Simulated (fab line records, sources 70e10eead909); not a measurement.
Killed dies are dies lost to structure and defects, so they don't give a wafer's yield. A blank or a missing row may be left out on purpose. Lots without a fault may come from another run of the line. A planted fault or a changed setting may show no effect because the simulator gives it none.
fab line records | flow nand_harc
record lots=13 wafers=39 last_day=34
route steps=1302 shown P_GATE@187 END@1302
lots that met no fault: from a run of the same line without faults
start_h: hours from the record's first day to the start of the lot's first wafer shown | wait_h: hours since the lot's step before | " the same as in the row above | L1.1+2: a row that stands for several wafers | - no value, or no start given | * or withheld: withheld | < > ~ a bound
route shown NAME@n: a module of which the file shows steps, and the number in the route of the first | usual: mean/standard deviation of fault-free wafers | same: alike in all rows | chamber/n: place in a boat | sites: the reading at each site | _std_site: their standard deviation | _edge_site: outer sites' mean less inner sites' | radius_mm: how far each site lies from the wafer's centre | mask NAME#n: copy n | behind: the tool/chamber that last shaped the wafer | hold: why the lot was held/for how many hours/how that ended | device: the transistor (n, p or np) that didn't switch | end of line: the same wafers' tests at the end of the route | a step without rows: its recipe alone | killed: dies lost to structure and defects at the first sort, not the wafer's yield | map: a wafer's dies, x killed, . not, _ none there
set.NAME: the setting as run; set.NAME@STEP: as run at that earlier step | model.NAME: the simulator's own value behind a step, which no gauge read
steps of the route over a sample of lots; a table a step, a row a wafer
services: from which hour (start_h, from the record's first day; less than 0 if before it) a tool's chamber was out of use, for how many hours, and why
## steps
# step NHARC_P_GATE_DESCUM_61
# recipe time_s=3 o2_flow_sccm=200 ar_flow_sccm=0 bias_power_w=0 chemistry=O2
# usual drypump_motor_current_A=5.8/0.43 oes_product_au=0.996/0.01 rf_vpp_V=57.7/0.95 showerhead_plenum_p_Torr=1.90/0.086 throttle_valve_pct=11.312/0.0095
# same bias_power_w=0
# columns lot.wafer tool chamber start_h wait_h drypump_motor_current_A oes_product_au rf_hours_counter_h rf_vpp_V showerhead_plenum_p_Torr throttle_valve_pct
L979.4 rie_diel-06 2 123.15 - 5.7 0.996 8.4 57.3 1.96 11.303
L979.6 " 1 " " 6.2 0.999 - 58.6 1.80 11.316
L979.5 " 2 " " 5.7 0.984 - 57.7 1.96 11.310
L980.4 rie_diel-01 1 128.15 - 6.6 0.996 6.6 58.4 2.05 11.318
L980.3 " 3 " " 5.0 1.014 6.2 58.0 1.95 11.310
L980.6 " 0 " " 6.1 0.997 - 59.3 1.91 11.314
L981.1 rie_diel-06 3 139.73 - 5.4 1.000 0 57.1 1.79 11.320
L981.4 " 0 " " 5.8 0.999 0 58.8 1.89 11.303
L981.5 " 3 " " 5.3 1.000 - 57.3 1.79 11.301
L982.4 rie_diel-06 2 151.21 - 5.7 0.972 1.0 57.5 1.96 11.299
L982.6 " 2 " " 5.7 0.977 - 56.6 1.96 11.319
L982.5 " 3 " " 5.4 0.991 - 59.0 1.79 11.317
L983.1 rie_diel-01 1 159.28 - 6.5 1.014 8.1 57.1 2.05 11.316
L983.4 " 2 " " 5.6 0.999 8.3 58.7 2.00 11.342
L983.5 " 1 " " 6.6 1.013 - 57.5 2.05 11.304
L984.3 rie_diel-06 2 172.41 - 5.7 0.987 2.9 56.6 1.96 11.313
L984.4 " 3 " " 5.4 0.999 2.7 55.7 1.78 11.297
L984.6 " 3 " " 5.3 1.001 - 58.6 1.79 11.296
L986.1 rie_diel-06 0 191.96 - 5.7 0.995 3.0 57.8 1.89 11.332
L986.3 " 3 " " 5.4 0.998 3.8 56.4 1.78 11.306
L986.5 " 0 " " 5.7 0.997 - 55.2 1.89 11.314
L990.1 rie_diel-01 2 233.78 - 5.6 1.003 1.5 58.7 2.00 11.309
L990.5 " 3 " " 5.0 0.999 - 57.6 1.94 11.296
L990.6 " 0 " " 6.1 0.989 - 59.1 1.91 11.316
L995.4 rie_diel-01 1 283.91 - 6.6 0.989 3.1 58.2 2.05 11.310
L995.2 " 2 " " 5.6 1.005 3.6 58.5 2.00 11.323
L995.5 " 0 " " 6.1 0.986 - 56.8 1.91 11.309
L998.3 rie_diel-10 1 314.38 - 5.6 0.992 3.0 58.1 1.82 11.311
L998.4 " 2 " " 6.1 1.001 3.1 59.4 1.96 11.317
L998.5 " 0 " " 6.0 0.993 - 56.0 1.80 11.320
L999.4 rie_diel-01 3 328.04 - 5.0 1.000 6.9 57.4 1.94 11.318
L999.2 " 1 " " 6.6 0.994 6.2 56.8 2.04 11.311
L999.6 " 0 " " 6.1 0.973 - 57.7 1.91 11.308
L100.4 rie_diel-10 2 336.66 - 6.1 1.011 3.7 58.1 1.96 11.303
L100.2 " 3 " " 5.4 1.006 4.6 57.2 1.97 11.309
L100.6 " 2 " " 6.1 1.002 - 58.4 1.96 11.296
L101.4 rie_diel-01 3 339.90 - 5.0 1.014 7.4 58.5 1.94 11.318
L101.6 " 1 " " 6.6 0.991 - 57.2 2.04 11.325
L101.5 " 2 " " 5.6 1.009 - 59.5 2.00 11.313
# step NHARC_P_GATE_STRIP_95
# recipe power_w=1500 temp_c=250 chemistry=O2
# usual drypump_motor_current_A=5.8/0.41 heater_power_w=327/25 temp_c=250.01/0.21
# columns lot.wafer tool chamber start_h wait_h drypump_motor_current_A heater_power_w rf_hours_counter_h temp_c
L979.4 plasma_asher-01 1 125.96 0.4 5.2 345 - 250.26
L979.6 " 1 " " 5.2 344 - 250.35
L979.5 " 0 " " 5.8 349 - 250.38
L980.3 plasma_asher-02 1 130.97 0.4 6.3 298 - 249.86
L980.4 " 0 " " 6.0 305 - 249.91
L980.6 " 0 " " 6.0 309 - 249.84
L981.1 plasma_asher-01 1 142.52 0.6 5.2 339 30 250.16
L981.4 " 0 " " 5.8 344 - 250.20
L981.5 " 1 " " 5.2 356 - 250.26
L982.4 plasma_asher-02 0 154.06 0.4 6.0 311 - 250.05
L982.6 " 0 " " 6.0 312 - 250.28
L982.5 " 1 " " 6.3 311 - 249.82
L983.1 plasma_asher-02 0 162.06 0.6 6.0 312 17 250.20
L983.4 " 0 " " 6.0 306 - 250.20
L983.5 " 0 " " 6.0 308 - 250.04
L984.3 plasma_asher-01 1 175.10 0.4 5.2 350 - 250.07
L984.4 " 0 " " 5.9 329 - 249.88
L984.6 " 1 " " 5.2 372 - 250.34
L986.1 plasma_asher-01 0 194.78 0.5 5.8 319 4 250.19
L986.3 " 0 " " 5.8 319 - 250.14
L986.5 " 1 " " 5.2 358 - 250.17
L990.1 plasma_asher-02 0 236.53 0.6 6.0 303 33 250.20
L990.6 " 0 " " 6.0 302 - 250.22
L990.5 " 1 " " 6.3 299 - 250.54
L995.2 plasma_asher-01 1 286.71 0.5 5.2 360 24 249.69
L995.4 " 0 " " 5.8 320 - 250.27
L995.5 " 1 " " 5.2 366 - 249.94
L998.3 plasma_asher-02 0 317.07 0.4 6.0 300 - 249.79
L998.4 " 1 " " 6.3 304 - 249.95
L998.5 " 1 " " 6.3 292 - 249.97
L999.2 plasma_asher-01 1 330.84 0.5 5.2 364 30 249.88
L999.4 " 1 " " 5.2 362 - 249.77
L999.6 " 1 " " 5.2 362 - 249.81
L100.2 plasma_asher-01 0 339.39 0.5 5.8 321 33 249.62
L100.4 " 0 " " 5.8 326 - 249.84
L100.6 " 1 " " 5.2 361 - 250.38
L101.4 plasma_asher-01 0 342.71 0.4 5.8 325 - 249.86
L101.6 " 0 " " 5.8 333 - 250.01
L101.5 " 1 " " 5.2 367 - 249.87
# step NHARC_P_GATE_SPUTTER_78
# recipe target_thk_a=100 material=Ni
# columns lot.wafer tool chamber start_h wait_h
L979.4+6+5 pvd_sputter-02 - 126.96 -
L980.3+4+6 pvd_sputter-03 - 131.97 -
L981.1+4+5 pvd_sputter-01 - 143.53 -
L982.4+6+5 pvd_sputter-02 - 155.02 -
L983.1+4+5 pvd_sputter-01 - 163.03 -
L984.3+4+6 pvd_sputter-02 - 176.06 -
L986.3+1+5 pvd_sputter-02 - 195.75 -
L986.3+1+5 pvd_sputter-02 - 195.99 -
L990.1+5+6 pvd_sputter-01 - 237.50 -
L990.1+5+6 pvd_sputter-01 - 237.74 -
L995.2+4+5 pvd_sputter-01 - 287.67 -
L998.3+4+5 pvd_sputter-01 - 318.01 -
L999.4+2+6 pvd_sputter-03 - 331.85 -
L100.4+2+6 pvd_sputter-03 - 340.40 -
L101.4+6+5 pvd_sputter-03 - 343.72 -
# step NHARC_P_GATE_RTA_82
# recipe temp_c=450 time_s=30
# usual lamp_power_pct=3.79/0.2 wafer_temp_C_max=452.7/0.73
# columns lot.wafer tool chamber start_h wait_h lamp_power_pct wafer_temp_C_max
L979.4 rtp_anneal-02 0 127.73 - 3.59 452.5
L979.5 " 0 " " 3.60 452.6
L979.6 " 0 " " 3.59 451.6
L980.3 rtp_anneal-01 0 132.79 - 3.99 452.9
L980.4 " 0 " " 3.99 453.2
L980.6 " 0 " " 3.99 453.8
L981.1 rtp_anneal-01 0 144.21 - 3.98 451.9
L981.4 " 0 " " 3.99 452.3
L981.5 " 0 " " 3.99 453.9
L982.4 rtp_anneal-02 0 155.75 - 3.59 452.1
L982.5 " 0 " " 3.59 452.3
L982.6 " 0 " " 3.60 451.8
L983.1 rtp_anneal-02 0 163.70 - 3.59 452.1
L983.4 " 0 " " 3.59 451.2
L983.5 " 0 " " 3.59 452.2
L984.3 rtp_anneal-02 0 176.76 - 3.60 452.0
L984.4 " 0 " " 3.59 452.0
L984.6 " 0 " " 3.60 452.4
L986.1 rtp_anneal-02 0 196.65 - 3.59 452.5
L986.3 " 0 " " 3.60 451.9
L986.5 " 0 " " 3.60 452.5
L990.1 rtp_anneal-02 0 238.43 - 3.59 452.1
L990.5 " 0 " " 3.59 452.0
L990.6 " 0 " " 3.60 453.0
L995.2 rtp_anneal-02 0 288.39 - 3.59 451.8
L995.4 " 0 " " 3.60 451.9
L995.5 " 0 " " 3.59 452.3
L998.3 rtp_anneal-01 0 318.76 - 3.99 452.4
L998.4 " 0 " " 3.99 453.2
L998.5 " 0 " " 3.99 453.4
L999.2 rtp_anneal-01 0 332.53 - 3.99 452.7
L999.4 " 0 " " 3.99 453.3
L999.6 " 0 " " 3.99 453.2
L100.2 rtp_anneal-01 0 341.10 - 3.99 453.0
L100.4 " 0 " " 3.99 453.6
L100.6 " 0 " " 3.99 454.2
L101.4 rtp_anneal-01 0 344.44 - 3.99 453.6
L101.5 " 0 " " 3.99 453.2
L101.6 " 0 " " 3.99 454.4
# step NHARC_END_SORT_01
# recipe temp_c=25
# usual killed_at_array=56/19 killed_at_other=0.8/1.1 killed_at_periphery=3.4/2.5 killed_dies=60/19 killed_open=2.9/1.7 killed_short=2.4/1.6
# same gross_dies=677
# columns lot.wafer tool chamber start_h wait_h killed_at_array killed_at_other killed_at_periphery killed_dies killed_open killed_short
L990.1 prober-02 0 681.30 2.5 48 0 2 50 2 0
L990.5 prober-02 0 684.45 3.7 50 0 4 54 2 0
L990.6 prober-02 0 685.24 3.9 59 0 6 65 3 3
L995.2 prober-02 0 730.41 2.8 32 0 2 34 1 5
L995.4 prober-02 0 732.00 3.4 24 0 2 26 3 1
L995.5 prober-02 0 732.80 3.7 29 1 4 34 7 4
# killed by level:class
L990.1 A_CHANNEL_HOLE_D1:chamber_film_flake=23 A_CHANNEL_HOLE_D2:chamber_film_flake=18 A_SLIT:chamber_film_flake=2 A_CHANNEL_FILL_D2:geometric_particle:open=1 A_CHANNEL_HOLE_D1:geometric_particle:open=1 P_ZERO_WELL:chamber_film_flake=1 P_M1:chamber_film_flake=1 A_DECK1_JOINT:chamber_film_flake=1
L990.5 A_CHANNEL_HOLE_D1:chamber_film_flake=27 A_CHANNEL_HOLE_D2:chamber_film_flake=17 A_SLIT:chamber_film_flake=3 A_CONTACT:chamber_film_flake=2 P_GATE:geometric_particle:open=1 P_CONTACT:geometric_particle:open=1 P_ZERO_WELL:chamber_film_flake=1 P_GATE:chamber_film_flake=1
L990.6 A_CHANNEL_HOLE_D1:chamber_film_flake=28 A_CHANNEL_HOLE_D2:chamber_film_flake=15 A_SLIT:chamber_film_flake=5 A_CONTACT:chamber_film_flake=5 P_GATE:chamber_film_flake=2 P_STI:geometric_particle:short=1 A_CHANNEL_FILL_D1:geometric_particle:short=1 A_DECK1_JOINT:geometric_particle:open=1
L995.2 A_CHANNEL_HOLE_D1:chamber_film_flake=11 A_SLIT:chamber_film_flake=5 A_CONTACT:chamber_film_flake=3 A_WL_FILL:chamber_film_flake=3 A_WL_FILL:geometric_particle:short=2 A_SGD_CUT:chamber_film_flake=2 P_STI:geometric_particle:short=1 A_ONON_D1:geometric_particle:open=1
L995.4 A_CHANNEL_HOLE_D1:chamber_film_flake=7 A_SLIT:chamber_film_flake=6 A_CONTACT:chamber_film_flake=5 P_CONTACT:geometric_particle:open=1 A_DECK1_JOINT:geometric_particle:open=1 A_ONON_D2:geometric_particle:short=1 A_M0:geometric_particle:open=1 P_ZERO_WELL:chamber_film_flake=1
L995.5 A_CHANNEL_HOLE_D1:chamber_film_flake=9 A_CONTACT:chamber_film_flake=6 A_DECK1_JOINT:geometric_particle:open=3 A_ONON_D1:geometric_particle:short=2 A_CHANNEL_HOLE_D1:geometric_particle:short=2 P_GATE:chamber_film_flake=2 A_SLIT:chamber_film_flake=2 P_M0:geometric_particle:open=1
## services
# columns tool chamber start_h hours kind
pvd_sputter-02 - 104.00 10.0 pm
rie_diel-10 3 106.59 5.3 repair
rie_diel-10 2 109.82 12.1 repair
rie_diel-01 0 114.13 11.5 repair
rie_diel-06 - 130.20 9.0 pm
pvd_sputter-03 - 135.60 0.5 repair
rie_diel-06 1 161.22 10.7 repair
plasma_asher-01 - 165.12 9.0 pm
pvd_sputter-03 - 170.00 10.0 pm
rie_diel-06 2 177.99 15.3 repair
rie_diel-06 1 179.76 2.9 repair
rie_diel-01 - 203.80 9.0 pm
pvd_sputter-01 - 226.02 10.0 pm
pvd_sputter-03 - 246.59 1.0 repair
pvd_sputter-02 - 247.77 8.5 repair
rie_diel-06 - 248.96 0.3 repair
plasma_asher-02 - 249.00 9.0 pm
pvd_sputter-02 - 282.00 10.0 pm
rie_diel-06 - 307.20 9.0 pm
rie_diel-06 0 323.13 4.4 repair
plasma_asher-02 - 329.45 2.8 repair
rie_diel-01 - 336.21 0.9 repair
rie_diel-06 3 338.40 5.2 repair
pvd_sputter-01 - 339.34 8.4 repair
## key
first_sign step=NHARC_P_GATE_SPUTTER_78 reading=visit direction=added
effect none on later readings
met_at NHARC_P_GATE_SPUTTER_78
struck_lots L986,L990
tester_left_out L986,L990
not_acting_at NHARC_P_GATE_DESCUM_61,NHARC_P_GATE_STRIP_95,NHARC_P_GATE_RTA_82
fault kind=repeated_step_whole tool=pvd_sputter-01,pvd_sputter-02,pvd_sputter-03 chamber=- onset_h=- steps=NHARC_P_GATE_SPUTTER_78 times=1 scope=struck_lots_only
# tester_left_out: of these lots the tester's yield and bins aren't shown, on N5 and GAA mostly nor the transistor test; their killed dies are dies lost to structure and defects alone, not to doping, threshold or leakage, so they don't give the yield
